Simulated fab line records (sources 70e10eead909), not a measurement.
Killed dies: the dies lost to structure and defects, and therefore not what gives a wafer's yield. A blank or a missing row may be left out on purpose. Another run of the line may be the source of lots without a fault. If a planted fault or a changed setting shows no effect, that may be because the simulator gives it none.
Which tool was responsible? / flow nandHarc / 14 lots with 42 wafers sampled at 5 steps, on a route of 1302 steps

== WHAT THE GAUGES READ, wafer by wafer ==
NHARC_END_SORT_01. Usual: killedAtArray 57, standard deviation 21; killedAtOther 0.9, standard deviation 1.2; killedAtPeriphery 4.2, standard deviation 2.9; killedDies 62, standard deviation 21; killedOpen 3.2, standard deviation 1.8; killedShort 2.4, standard deviation 1.5.
lot=L583; measured=day 29 11:47; on=prober-02; killedAtArray=47 128 42; killedAtOther=0 0 0; killedAtPeriphery=10 3 8; killedDies=57 131 50; killedOpen=2 2 5; killedShort=5 2 4; flag=
lot=L586; measured=day 30 10:14; on=prober-01; killedAtArray=70 146 69; killedAtOther=0 1 0; killedAtPeriphery=9 10 4; killedDies=79 157 73; killedOpen=1 4 2; killedShort=0 2 4; flag=

== WHAT TOOL EACH LOT RAN ON (gives the tool, then ch and the chambers of the sampled wafers, and finally the start) ==
lot=L571; NHARC_A_CONTACT_ETCH_135=harCapEtch-02 ch 0,1, day 22 03:32; NHARC_THIN_TSV_ETCH_15=rieSi-04 ch 0,1,3, day 23 14:19; NHARC_THIN_TSV_ETCHBACK_48=rieDiel-02 ch 0,1, day 23 16:03; NHARC_THIN_TSV_DEGAS_49=pvdSputter-03, day 23 16:37
lot=L573; NHARC_A_CONTACT_ETCH_135=harCapEtch-02 ch 0,1, day 23 04:02; NHARC_THIN_TSV_ETCH_15=rieSi-02 ch 0,2,3, day 24 12:16; NHARC_THIN_TSV_ETCHBACK_48=rieDiel-13 ch 1,2,3, day 24 13:42; NHARC_THIN_TSV_DEGAS_49=pvdSputter-02, day 24 14:11
lot=L574; NHARC_A_CONTACT_ETCH_135=harCapEtch-01 ch 0,1, day 23 18:28; NHARC_THIN_TSV_ETCH_15=rieSi-04 ch 0,2, day 25 05:04; NHARC_THIN_TSV_ETCHBACK_48=rieDiel-10 ch 0,2,3, day 25 06:28; NHARC_THIN_TSV_DEGAS_49=pvdSputter-03, day 25 06:59
lot=L575; NHARC_A_CONTACT_ETCH_135=harCapEtch-03 ch 0,1, day 23 20:13; NHARC_THIN_TSV_ETCH_15=rieSi-01 ch 0,2,3, day 25 06:15; NHARC_THIN_TSV_ETCHBACK_48=rieDiel-13 ch 0,1,2, day 25 07:47; NHARC_THIN_TSV_DEGAS_49=pvdSputter-03, day 25 08:15
lot=L577; NHARC_A_CONTACT_ETCH_135=harCapEtch-03 ch 0,1, day 24 11:08; NHARC_THIN_TSV_ETCH_15=rieSi-01 ch 0,3, day 25 20:20; NHARC_THIN_TSV_ETCHBACK_48=rieDiel-02 ch 0,1,3, day 25 21:46; NHARC_THIN_TSV_DEGAS_49=pvdSputter-03, day 25 22:18
lot=L576; NHARC_A_CONTACT_ETCH_135=harCapEtch-01 ch 0,1, day 24 22:37; NHARC_THIN_TSV_ETCH_15=rieSi-04 ch 1,2, day 26 15:29; NHARC_THIN_TSV_ETCHBACK_48=rieDiel-10 ch 0,2, day 26 16:58; NHARC_THIN_TSV_DEGAS_49=pvdSputter-02, day 26 17:28
lot=L578; NHARC_A_CONTACT_ETCH_135=harCapEtch-01 ch 0,1, day 25 20:55; NHARC_THIN_TSV_ETCH_15=rieSi-04 ch 0,1,3, day 27 09:11; NHARC_THIN_TSV_ETCHBACK_48=rieDiel-10 ch 0,2,3, day 27 10:40; NHARC_THIN_TSV_DEGAS_49=pvdSputter-03, day 27 11:07
lot=L579; NHARC_A_CONTACT_ETCH_135=harCapEtch-01 ch 0,1, day 26 02:04; NHARC_THIN_TSV_ETCH_15=rieSi-01 ch 0,1, day 27 10:20; NHARC_THIN_TSV_ETCHBACK_48=rieDiel-10 ch 0,1,3, day 27 11:53; NHARC_THIN_TSV_DEGAS_49=pvdSputter-03, day 27 12:25
lot=L580; NHARC_A_CONTACT_ETCH_135=harCapEtch-01 ch 0,1, day 26 09:10; NHARC_THIN_TSV_ETCH_15=rieSi-04 ch 1,2,3, day 27 20:07; NHARC_THIN_TSV_ETCHBACK_48=rieDiel-13 ch 0,1,3, day 27 21:38; NHARC_THIN_TSV_DEGAS_49=pvdSputter-01, day 27 22:08
lot=L582; NHARC_A_CONTACT_ETCH_135=harCapEtch-01 ch 0,1, day 27 01:33; NHARC_THIN_TSV_ETCH_15=rieSi-01 ch 0,2,3, day 28 12:09; NHARC_THIN_TSV_ETCHBACK_48=rieDiel-13 ch 0,1,3, day 28 13:42; NHARC_THIN_TSV_DEGAS_49=pvdSputter-03, day 28 14:17
lot=L583; NHARC_A_CONTACT_ETCH_135=harCapEtch-01 ch 0,1, day 27 08:18; NHARC_THIN_TSV_ETCH_15=rieSi-02 ch 0,1,2, day 28 18:10; NHARC_THIN_TSV_ETCHBACK_48=rieDiel-13 ch 0,3, day 28 19:40; NHARC_THIN_TSV_DEGAS_49=pvdSputter-03, day 28 20:11
lot=L586; NHARC_A_CONTACT_ETCH_135=harCapEtch-01 ch 0,1, day 28 06:32; NHARC_THIN_TSV_ETCH_15=rieSi-01 ch 0,2,3, day 29 16:47; NHARC_THIN_TSV_ETCHBACK_48=rieDiel-10 ch 1,2,3, day 29 18:11; NHARC_THIN_TSV_DEGAS_49=pvdSputter-01, day 29 18:44
lot=L593; NHARC_A_CONTACT_ETCH_135=harCapEtch-01 ch 0,1, day 31 19:03; NHARC_THIN_TSV_ETCH_15=rieSi-02 ch 0,2,3, day 33 06:48; NHARC_THIN_TSV_ETCHBACK_48=rieDiel-13 ch 0,3, day 33 08:23; NHARC_THIN_TSV_DEGAS_49=pvdSputter-03, day 33 08:53
lot=L594; NHARC_A_CONTACT_ETCH_135=harCapEtch-01 ch 0,1, day 32 06:20; NHARC_THIN_TSV_ETCH_15=rieSi-02 ch 0,2,3, day 33 18:20; NHARC_THIN_TSV_ETCHBACK_48=rieDiel-13 ch 1,2,3, day 33 19:47; NHARC_THIN_TSV_DEGAS_49=pvdSputter-03, day 33 20:23
- NHARC_A_CONTACT_ETCH_135: etches the open film in C4F8/O2/Ar, time 311 s, target depth 1912 nm.
- NHARC_THIN_TSV_ETCH_15: target depth 3000 nm, bosch target overetch cycles 2, bosch etch step 2.8 s.
- NHARC_THIN_TSV_ETCHBACK_48: etches the open film in C4F8/Ar, target depth 1028.5 nm, time 405.17 s.
- NHARC_THIN_TSV_DEGAS_49: time 120 s.

== AS READ BY THE TOOLS THEMSELVES (means over the sampled wafers that have a number; for cases with no such wafer, the mark the record gives instead) ==
NHARC_THIN_TSV_ETCH_15. Usual: drypumpMotorCurrentA at 5.7 A, with a standard deviation of 0.47.
lot=L571; tool=rieSi-04; drypumpMotorCurrentA (A)=5.8; flag=
lot=L573; tool=rieSi-02; drypumpMotorCurrentA (A)=5.6; flag=
lot=L574; tool=rieSi-04; drypumpMotorCurrentA (A)=6.0; flag=
lot=L575; tool=rieSi-01; drypumpMotorCurrentA (A)=5.7; flag=
lot=L577; tool=rieSi-01; drypumpMotorCurrentA (A)=5.9; flag=
lot=L576; tool=rieSi-04; drypumpMotorCurrentA (A)=5.4; flag=
lot=L578; tool=rieSi-04; drypumpMotorCurrentA (A)=5.8; flag=
lot=L579; tool=rieSi-01; drypumpMotorCurrentA (A)=6.2; flag=
lot=L580; tool=rieSi-04; drypumpMotorCurrentA (A)=5.4; flag=
lot=L582; tool=rieSi-01; drypumpMotorCurrentA (A)=5.8; flag=
lot=L583; tool=rieSi-02; drypumpMotorCurrentA (A)=5.6; flag=
lot=L586; tool=rieSi-01; drypumpMotorCurrentA (A)=5.7; flag=
lot=L593; tool=rieSi-02; drypumpMotorCurrentA (A)=5.6; flag=
lot=L594; tool=rieSi-02; drypumpMotorCurrentA (A)=5.6; flag=

NHARC_THIN_TSV_ETCHBACK_48. Usual: oesProductAu 0.95 a.u., standard deviation 0.036; rfVppV 546 V, standard deviation 3.6.
lot=L571; tool=rieDiel-02; oesProductAu (a.u.)=1.01; rfVppV (V)=548; flag=
lot=L573; tool=rieDiel-13; oesProductAu (a.u.)=0.98; rfVppV (V)=550; flag=
lot=L574; tool=rieDiel-10; oesProductAu (a.u.)=0.93; rfVppV (V)=545; flag=
lot=L575; tool=rieDiel-13; oesProductAu (a.u.)=0.99; rfVppV (V)=547; flag=
lot=L577; tool=rieDiel-02; oesProductAu (a.u.)=0.97; rfVppV (V)=547; flag=
lot=L576; tool=rieDiel-10; oesProductAu (a.u.)=1.01; rfVppV (V)=546; flag=
lot=L578; tool=rieDiel-10; oesProductAu (a.u.)=1.01; rfVppV (V)=546; flag=
lot=L579; tool=rieDiel-10; oesProductAu (a.u.)=0.93; rfVppV (V)=544; flag=
lot=L580; tool=rieDiel-13; oesProductAu (a.u.)=0.91; rfVppV (V)=546; flag=
lot=L582; tool=rieDiel-13; oesProductAu (a.u.)=0.91; rfVppV (V)=547; flag=
lot=L583; tool=rieDiel-13; oesProductAu (a.u.)=0.92; rfVppV (V)=546; flag=
lot=L586; tool=rieDiel-10; oesProductAu (a.u.)=0.94; rfVppV (V)=544; flag=
lot=L593; tool=rieDiel-13; oesProductAu (a.u.)=0.97; rfVppV (V)=545; flag=
lot=L594; tool=rieDiel-13; oesProductAu (a.u.)=0.95; rfVppV (V)=550; flag=

NHARC_THIN_TSV_DEGAS_49. Usual: heaterPowerW at 463 W, with a standard deviation of 50.
lot=L571; tool=pvdSputter-03; heaterPowerW (W)=462; flag=
lot=L573; tool=pvdSputter-02; heaterPowerW (W)=449; flag=
lot=L574; tool=pvdSputter-03; heaterPowerW (W)=448; flag=
lot=L575; tool=pvdSputter-03; heaterPowerW (W)=452; flag=
lot=L577; tool=pvdSputter-03; heaterPowerW (W)=463; flag=
lot=L576; tool=pvdSputter-02; heaterPowerW (W)=474; flag=
lot=L578; tool=pvdSputter-03; heaterPowerW (W)=505; flag=
lot=L579; tool=pvdSputter-03; heaterPowerW (W)=433; flag=
lot=L580; tool=pvdSputter-01; heaterPowerW (W)=527; flag=
lot=L582; tool=pvdSputter-03; heaterPowerW (W)=463; flag=
lot=L583; tool=pvdSputter-03; heaterPowerW (W)=437; flag=
lot=L586; tool=pvdSputter-01; heaterPowerW (W)=526; flag=
lot=L593; tool=pvdSputter-03; heaterPowerW (W)=470; flag=
lot=L594; tool=pvdSputter-03; heaterPowerW (W)=448; flag=

== THE ANSWER, worked out from the rows above alone ==
Rule: a lot is off if the mean of its wafers that have a number lies more than 3 standard deviations from the usual mean. Also off: a lot with no number at a reading for which 4 or more lots have one. Where the step has rows for the other lots, those lots are counted as sound. Order of review: gauges by route order, followed by the tools' own readings, for which a lot's mean as printed above is used. The first step at which some lot is off is used, and at that step the reading that is off furthest; a lot without a number counts as furthest.
No lot is off on any of the readings shown, so nothing can be concluded from this.

== WHAT THE SIMULATOR HAD INSERTED ==
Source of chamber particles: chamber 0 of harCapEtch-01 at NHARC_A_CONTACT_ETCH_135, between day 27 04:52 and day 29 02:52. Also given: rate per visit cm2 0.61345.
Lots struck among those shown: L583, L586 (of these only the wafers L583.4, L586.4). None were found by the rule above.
